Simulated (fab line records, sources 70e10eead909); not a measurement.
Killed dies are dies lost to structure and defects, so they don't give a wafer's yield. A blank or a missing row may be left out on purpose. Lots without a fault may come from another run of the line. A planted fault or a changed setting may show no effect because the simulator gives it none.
A struck lot beside a sound one | flow nand_harc | 41 steps out of a route of 1302
Sound: wafers L756.1, L756.2, L756.5. Struck: wafers L772.3, L772.6. (L772.5 of the same lot was not struck and is left out.) The cause comes at the end.
At each step with rows: each side's tool, then ch and its chambers, then its first start. Under that, the readings that differ: sound wafers | struck wafers | difference of the means | sigmas: that difference in standard deviations of wafers without a fault.
alike: readings whose means differ by less than 2 such deviations, and words and numbers that are the same on both sides. not compared: withheld readings, readings that some wafer has no value for, bounds like >300 that may hide the same value, and numbers for which the record gives no deviation and whose values overlap.
The two part at a step that has a row with sigmas, a row that says differs or no value, or rows on one side only. Numbers that don't overlap but have no deviation are shown without sigmas and don't part them. A reading that every wafer of one side lacks parts them only if that side has two wafers or more.

first, 1 step without rows for these wafers: NHARC_P_STI_HARDBAKE_13 (time 65 s).
NHARC_P_STI_DESCUM_14: chemistry O2, time 3 s.
  sound on rie_diel-06 ch 2,3, day 3 08:17; struck on rie_diel-06 ch 2, day 9 22:10
  alike: drypump_motor_current_A, oes_product_au, rf_vpp_V, showerhead_plenum_p_Torr, throttle_valve_pct
  not compared: rf_hours_counter_h
NHARC_P_STI_ETCH_42: etches the open film in N2/H2, target depth 80 nm, overetch 24 nm, time 61 s.
  sound on rie_diel-06 ch 2,3, day 3 08:25; struck on rie_diel-06 ch 0,2, day 9 22:15
  alike: drypump_motor_current_A, n2_flow_sccm, oes_product_au, rf_vpp_V, showerhead_plenum_p_Torr, throttle_valve_pct
  not compared: rf_hours_counter_h
NHARC_P_STI_ETCH_31: etches the open film in CF4/CHF3, target depth 108.9 nm, time 54.5 s.
  sound on rie_diel-06 ch 2,3, day 3 08:32; struck on rie_diel-06 ch 0,3
  alike: chf3_flow_sccm, drypump_motor_current_A, oes_product_au, rf_vpp_V, showerhead_plenum_p_Torr, throttle_valve_pct
  not compared: rf_hours_counter_h
NHARC_P_STI_ETCH_15: etches the open film in HBr/Cl2, target depth 300 nm, time 100.1 s.
  sound on rie_si-06 ch 1,2,3, day 3 08:42; struck on rie_si-01 ch 2, day 9 22:25
  alike: drypump_motor_current_A, he_backside_leak_sccm, oes_product_au, throttle_valve_pct
  not compared: rf_hours_counter_h
NHARC_P_STI_CD_MEAS_16:
  sound on cd_sem-02, day 3 08:50; struck on cd_sem-02, day 9 22:35
  alike: cd_nm
NHARC_P_STI_OCD_MEAS_17:
  sound on ocd-02, day 3 08:56; struck on ocd-01, day 9 22:40
  alike: trench_depth_nm, trench_foot_cd_nm
then, 3 steps without rows for these wafers: NHARC_P_STI_STRIP_19 (strips in SPM, time 900 s); NHARC_P_STI_PRECLEAN_32 (cleans in SC1); NHARC_P_STI_SRD_23.
NHARC_P_STI_OCD_MEAS_43:
  sound on ocd-02, day 3 09:26; struck on ocd-02, day 9 23:11
  alike: trench_depth_nm, trench_foot_cd_nm
then, 1 step without rows for these wafers: NHARC_P_STI_OXIDE_33 (material SiO2, target thk 10 nm, ox time 281 s).
NHARC_P_STI_HDPCVD_20: deposits SiO2.
  sound on hdpcvd-01 ch 0,1, day 3 17:17; struck on hdpcvd-01 ch 0,1, day 10 07:47
then, 21 steps without rows for these wafers: NHARC_P_STI_ANNEAL_34 (time 1800 s); NHARC_P_STI_CMP_21 (polishes, t overpolish 20 s, target thk 380.67 nm); NHARC_P_STI_SRD_35; NHARC_P_STI_ETCH_36 (etches SiO2 in dHF, target depth 38.8 nm); NHARC_P_STI_STRIP_24 (strips Si3N4 in H3PO4); NHARC_P_STI_ETCH_37 (etches SiO2 in dHF, target depth 11 nm); NHARC_P_STI_PRECLEAN_38 (cleans in SC1); NHARC_P_STI_SRD_39; NHARC_P_STI_OXIDE_40 (material SiO2, target thk 10 nm, ox time 1362 s); NHARC_P_GATE_ETCH_69 (etches SiO2 in dHF, target depth 14 nm); NHARC_P_GATE_PRECLEAN_70 (cleans in SC1); NHARC_P_GATE_SRD_01; NHARC_P_GATE_OXIDE_02 (material SiO2, target thk 37.5 nm, ox time 365 s); NHARC_P_GATE_DEHYDRATE_03 (time 120 s); NHARC_P_GATE_HMDS_04 (time 30 s); NHARC_P_GATE_COAT_05; NHARC_P_GATE_SOFTBAKE_06 (time 95 s); NHARC_P_GATE_EBR_07; NHARC_P_GATE_EXPOSE_08 (exposes mask P HV); NHARC_P_GATE_PEB_09 (peb time 85 s); NHARC_P_GATE_DEVELOP_10 (time 70 s).
NHARC_P_GATE_CD_MEAS_11: target cd 1640 nm.
  sound on cd_sem-03 ch 0, day 4 18:40; struck on cd_sem-02 ch 0, day 11 09:34
  alike: cd_nm
then, 1 step without rows for these wafers: NHARC_P_GATE_HARDBAKE_12 (time 80 s).
NHARC_P_GATE_DESCUM_13: chemistry O2, time 3 s.
  sound on rie_diel-02 ch 0,3, day 4 18:51; struck on rie_diel-04 ch 1,3, day 11 09:45
  alike: drypump_motor_current_A, oes_product_au, rf_vpp_V, showerhead_plenum_p_Torr, throttle_valve_pct
  not compared: rf_hours_counter_h
then, 3 steps without rows for these wafers: NHARC_P_GATE_ETCH_14 (etches SiO2 in dHF, target depth 48.8 nm); NHARC_P_GATE_STRIP_15 (strips in SPM, time 780 s); NHARC_P_GATE_PRECLEAN_71 (cleans in SC1).
-- the record jumps here: 19 days lie between the struck wafers' starts before and after (it left off in module P_GATE and takes up again in module END, whose first step shown is number 1302 of the route) --
NHARC_END_SORT_01:
  sound on prober-02 ch 0, day 25 11:01; struck on prober-01 ch 0, day 30 19:58
  reading             | sound | struck | difference | sigmas
  killed_at_periphery | 3 3 4 | 17 12  | +11        | +4
  alike: killed_at_array, killed_at_other, killed_dies, killed_open, killed_short

WHERE THEY PART
Only at NHARC_END_SORT_01, within this record.

WHY: what the simulator had put in
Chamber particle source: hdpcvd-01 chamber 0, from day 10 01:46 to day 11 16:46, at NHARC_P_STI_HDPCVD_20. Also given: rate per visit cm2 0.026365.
